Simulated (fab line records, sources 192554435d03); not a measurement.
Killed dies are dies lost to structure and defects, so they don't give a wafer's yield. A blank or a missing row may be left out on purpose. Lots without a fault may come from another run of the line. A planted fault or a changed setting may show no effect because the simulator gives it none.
A struck lot beside a sound one | flow n5_finfet | 14 steps out of a route of 1938
Sound: wafers L128.3, L128.4, L128.5. Struck: wafer L125.4. The cause comes at the end.
At each step with rows: each side's tool, then ch and its chambers, then its first start. Under that, the readings that differ: sound wafers | struck wafers | difference of the means | sigmas: that difference in standard deviations of wafers without a fault.
alike: readings whose means differ by less than 2 such deviations, and words and numbers that are the same on both sides. not compared: withheld readings, readings that some wafer has no value for, bounds like >300 that may hide the same value, and numbers for which the record gives no deviation and whose values overlap.
The two part at a step that has a row with sigmas, a row that says differs or no value, or rows on one side only. Numbers that don't overlap but have no deviation are shown without sigmas and don't part them. A reading that every wafer of one side lacks parts them only if that side has two wafers or more.

N5_BEOL_M4_CO_CAP_55: material Co, precursor CCTBA/H2, target thk 2 nm, time 102.1 s.
  sound on cvd_co-01 ch 0,1, day 10 16:44; struck on cvd_co-01 ch 0, day 10 09:23
  alike: heater_power_outer_w, heater_power_w
then, 1 step without rows for these wafers: N5_BEOL_M4_PRE_CLEAN_56 (time 15 s).
N5_BEOL_M4_DEP_57: deposits SiCN from 3MS/NH3, target thk 8 nm, time 14 s.
  sound on pecvd-01 ch 0,1,2, day 10 16:51; struck on pecvd-01 ch 1, day 10 09:28
  alike: showerhead_plenum_p_Torr, throttle_valve_pct
N5_BEOL_M4_RS_MEAS_58: measures by four-point-probe.
  sound on film_metro-01, day 10 16:55; struck on film_metro-01, day 10 09:32
  alike: M4_RS
N5_BEOL_M4_INSPECT_59: inspects for defects (darkfield).
  sound on defect_inspect-02, day 10 16:56; struck on defect_inspect-01, day 10 09:33
  alike: raw_defect_count
N5_BEOL_M5_ILD_DEP_00: deposits SiCOH lowk from DEMS/porogen, target thk 140.64 nm, time 25.9 s.
  sound on pecvd-01 ch 0,1,2, day 10 17:56; struck on pecvd-04 ch 1, day 10 10:34
  alike: heater_power_outer_w, heater_power_w, showerhead_plenum_p_Torr, throttle_valve_pct
N5_BEOL_M5_CURE_79: cures SiCOH lowk, time 240 s.
  sound on uv_cure-03 ch 0, day 10 18:09; struck on uv_cure-02 ch 0, day 10 10:51
  reading            | sound             | struck | difference | sigmas
  lamp_power_pct (%) | 52.30 52.40 52.38 | 52.20  | -0.16      | -3
  alike: wafer_temp_C_max
N5_BEOL_M5_THK_MEAS_01:
  sound on film_metro-01, day 10 18:31; struck on film_metro-01, day 10 11:07
  alike: M5_ILD_THK
then, 1 step without rows for these wafers: N5_BEOL_M5_PECVD_70 (deposits SiO2 from TEOS/O2, target thk 16 nm, time 18 s).
N5_BEOL_M5_HM_DEP_02: deposits TiN, target thk 20 nm.
  sound on pvd_sputter-02, day 10 19:38; struck on pvd_sputter-02, day 10 11:43
  alike: throttle_valve_pct
then, 1 step without rows for these wafers: N5_BEOL_M5_COAT_59 (time 60 s, resist thk 60 nm).
N5_BEOL_M5_COAT_60: time 60 s, resist thk 12 nm.
  sound on litho_track-04 ch 0, day 10 19:46; struck on litho_track-01 ch 0, day 10 11:51
  reading          | sound             | struck | difference | sigmas
  run_length_s (s) | 66.00 65.95 66.19 | 73.18  | +7.13      | +65
then, 1 step without rows for these wafers: N5_BEOL_M5_COAT_71 (time 60 s, resist thk 5 nm).
-- the record jumps here: 4 days lie between the struck wafers' starts before and after (it left off in module BEOL_M5 and takes up again in module PASSIVATION, whose first step shown is number 1936 of the route) --
N5_PASSIVATION_PROBE_49:
  sound on prober-02, day 15 03:31; struck on prober-01, day 14 22:55
  reading            | sound   | struck | difference | sigmas
  killed_at_contacts | 15 2 19 | 30     | +18        | +3
  alike: killed_at_M0_to_M3, killed_at_M4_up, killed_at_front_end, killed_at_other, killed_dies, killed_open, killed_short

WHERE THEY PART
First at N5_BEOL_M5_CURE_79; last, within this record, at N5_PASSIVATION_PROBE_49.

WHY: what the simulator had put in
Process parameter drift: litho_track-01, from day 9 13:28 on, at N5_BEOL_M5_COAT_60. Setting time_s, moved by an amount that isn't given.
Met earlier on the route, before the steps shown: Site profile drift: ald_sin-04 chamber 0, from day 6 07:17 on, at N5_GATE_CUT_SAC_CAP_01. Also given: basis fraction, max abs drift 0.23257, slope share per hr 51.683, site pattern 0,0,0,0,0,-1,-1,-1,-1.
